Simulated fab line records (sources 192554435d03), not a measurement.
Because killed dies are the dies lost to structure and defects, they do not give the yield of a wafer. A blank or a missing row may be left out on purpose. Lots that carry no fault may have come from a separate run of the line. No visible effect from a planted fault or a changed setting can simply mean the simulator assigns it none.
Split-lot experiment | flow n5_finfet | 7 lots, 21 wafers read, on a route of 1938 steps

## THE SPLIT ITSELF
At N5_BEOL_M7_COAT_64 (time 60 s, resist thk 12 nm), the setting spin_rpm was moved away from the recipe's 1500 rpm on 10 of the 21 wafers read, by +5.5% to +10.1%. For the rest of the wafers, this setting stayed at what the recipe calls for.

## FROM THE SPLIT TO THE READING: what the file shows between them, 2 steps
- N5_BEOL_M7_DESCUM_33: chemistry O2, time 7 s (also split here: time_s)
- N5_BEOL_M7_ETCH_72: etches underlayer in N2/H2, target depth 6.5 nm, time 5.2 s

## THE READING
etch.depth_nm (the simulator's own value, which no gauge read), in nm, at N5_BEOL_M7_ETCH_65 (etches SiARC in CF4, target depth 15.6 nm, time 26 s). The file does not state a usual value for it. Average 12.01 nm, standard deviation 0.015 nm, over the 11 wafers here run with the recipe.

wafer  | tool, chamber at the split | spin_rpm as run, rpm | against the recipe | etch.depth_nm, nm | against lot-mates on the recipe
L083.1 | litho_track-04, 0          | 1593                 | +6.2%              | 11.63             | -0.38
L083.2 | litho_track-04, 0          | 1593                 | +6.2%              | 11.65             | -0.36
L083.6 | litho_track-04, 0          | 1500                 | recipe             | 12.01             | -
L084.1 | litho_track-04, 0          | 1651                 | +10.1%             | 11.45             | no lot-mate on the recipe
L084.5 | litho_track-04, 0          | 1651                 | +10.1%             | 11.49             | no lot-mate on the recipe
L084.6 | litho_track-04, 0          | 1651                 | +10.1%             | 11.43             | no lot-mate on the recipe
L085.1 | litho_track-04, 0          | 1583                 | +5.5%              | 11.69             | -0.33
L085.2 | litho_track-04, 0          | 1500                 | recipe             | 12.03             | -
L085.4 | litho_track-04, 0          | 1500                 | recipe             | 12.01             | -
L089.3 | litho_track-02, 0          | 1500                 | recipe             | 12.03             | -
L089.4 | litho_track-02, 0          | 1500                 | recipe             | 11.99             | -
L089.6 | litho_track-02, 0          | 1500                 | recipe             | 12.01             | -
L090.2 | litho_track-02, 0          | 1500                 | recipe             | 12                | -
L090.4 | litho_track-02, 0          | 1500                 | recipe             | 12.03             | -
L090.5 | litho_track-02, 0          | 1500                 | recipe             | 12.03             | -
L092.1 | litho_track-01, 0          | 1617                 | +7.8%              | 11.58             | no lot-mate on the recipe
L092.5 | litho_track-01, 0          | 1617                 | +7.8%              | 11.58             | no lot-mate on the recipe
L092.3 | litho_track-01, 0          | 1617                 | +7.8%              | 11.6              | no lot-mate on the recipe
L095.2 | litho_track-04, 0          | 1500                 | recipe             | 12.01             | -
L095.5 | litho_track-04, 0          | 1628                 | +8.5%              | 11.53             | -0.47
L095.6 | litho_track-04, 0          | 1500                 | recipe             | 11.99             | -

THE FIT
A straight line over all 21 wafers: etch.depth_nm changes by -0.0557 nm for each +1% of spin_rpm; r = -1.00; the points scatter about the line by 0.019 nm.
The same after taking each lot's own level away (the mean of its wafers on the recipe; 15 wafers): -0.0577 nm for each +1%; r = -1.00; scatter 0.015 nm.
The reading moves by 0.58 nm for the largest change in spin_rpm, on that fit.
The lots' own levels span 12.000 to 12.020 nm, that is 1.3 times the standard deviation above.
Hence the lot-to-lot level has little effect on the slope; both slopes agree.
Check: for one of the wafers moved furthest among these (+8.5%), held out of the fit, the line's prediction against its lot-mates is -0.509 nm. It came out at -0.47 nm against them.

## THE OTHER SPLITS THESE WAFERS WENT THROUGH
These wafers also went through other splits before the reading. Each is held against what the fit with the lots' levels taken away leaves over:
other split on the same wafers | wafers away from the commonest value | r with etch.depth_nm (lot level and that fit taken away)
N5_BEOL_M6_COAT_60 spin_rpm    | 4                                    | +0.01
N5_BEOL_M6_ETCH_62 time_s      | 5                                    | +0.07
N5_BEOL_M6_COAT_22 spin_rpm    | 9                                    | +0.11
N5_BEOL_M7_DESCUM_33 time_s    | 9                                    | +0.36

## THE WHOLE CHAIN: every reading that the file lists as answering this split, in the file's order
step               | what it does                                         | reading                                                                          | change (the file's fit)                | r (the file's)
N5_BEOL_M7_COAT_64 | time 60 s, resist thk 12 nm                          | SiARC_of_BEOL_M7_COAT_64.thk_nm (the simulator's own value, which no gauge read) | -0.0571 nm for each +1% of the setting | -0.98
N5_BEOL_M7_ETCH_65 | etches SiARC in CF4, target depth 15.6 nm, time 26 s | etch.depth_nm (the simulator's own value, which no gauge read)                   | -0.0575 nm for each +1% of the setting | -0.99

## FILE'S OWN FIT
etch.depth_nm changes by -0.0575 nm for each +1% of spin_rpm, r = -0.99.
